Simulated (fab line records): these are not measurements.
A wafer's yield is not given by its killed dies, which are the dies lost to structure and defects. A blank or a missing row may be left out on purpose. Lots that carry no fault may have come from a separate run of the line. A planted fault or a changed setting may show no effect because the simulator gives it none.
Which tool was responsible? + flow n5 finfet + 36 wafers from 12 lots sampled at 2 of the route's 1938 steps

## WHAT EACH GAUGE READ, for each wafer
N5_FIN_SAQP_INSPECT_18: inspects for defects (brightfield).
| lot  | measured    | on                | raw defect count |
|------|-------------|-------------------|------------------|
| L075 | day 2 09:24 | defect inspect-02 | 378 375 618      |
| L077 | day 2 17:34 | defect inspect-02 | 418 340 511      |
| L079 | day 3 03:32 | defect inspect-02 | 441 406 362      |
| L081 | day 3 15:44 | defect inspect-01 | 402 432 524      |
| L083 | day 4 03:49 | defect inspect-01 | 605 515 679      |
| L085 | day 4 15:28 | defect inspect-02 | 387 364 395      |
| L087 | day 5 04:40 | defect inspect-01 | 258 334 235      |
| L089 | day 5 17:11 | defect inspect-02 | 506 502 396      |
| L091 | day 6 03:29 | defect inspect-01 | 367 337 365      |
| L093 | day 6 16:02 | defect inspect-01 | 334 349 348      |
| L095 | day 7 03:37 | defect inspect-01 | 437 474 514      |
| L097 | day 7 18:40 | defect inspect-02 | 447 479 336      |

## TOOL THAT RAN EACH LOT (tool first, then ch and the chambers of the sampled wafers, then the start)
| lot  | N5_PMOS_HMC_CHANNEL_EPI_EPI_26 |
|------|--------------------------------|
| L075 | epi rpcvd-04 ch 0, day 2 07:42 |
| L077 | epi rpcvd-03 ch 0, day 2 14:22 |
| L079 | epi rpcvd-04 ch 0, day 3 01:53 |
| L081 | epi rpcvd-04 ch 0, day 3 14:03 |
| L083 | epi rpcvd-02 ch 0, day 4 02:02 |
| L085 | epi rpcvd-03 ch 0, day 4 13:46 |
| L087 | epi rpcvd-02 ch 0, day 5 02:38 |
| L089 | epi rpcvd-03 ch 0, day 5 15:35 |
| L091 | epi rpcvd-02 ch 0, day 6 01:37 |
| L093 | epi rpcvd-02 ch 0, day 6 13:54 |
| L095 | epi rpcvd-03 ch 0, day 7 01:57 |
| L097 | epi rpcvd-02 ch 0, day 7 16:58 |
- N5_PMOS_HMC_CHANNEL_EPI_EPI_26: deposits Si from SiH4/H2, target thk 3.8 nm, time 22.7 s.

## THE ANSWER, worked out from the rows above alone
Rule: the usual values come from the lots themselves. Put in order of their means at a reading, lots are off if they are a third of the lots or fewer, leave a main group of 4 or more, and stand apart from it by a gap of 3 or more times the standard deviation of the main group's means; of several such gaps the widest counts. Not used: any main group whose means are identical at the precision the tables above print for the reading. A lot without any number at a reading at which 4 lots or more have one is off too. The other lots that the step has rows for count as sound.
None of the lots is off at any reading shown; this tells nothing.

## WHAT THE SIMULATOR HAD INSERTED
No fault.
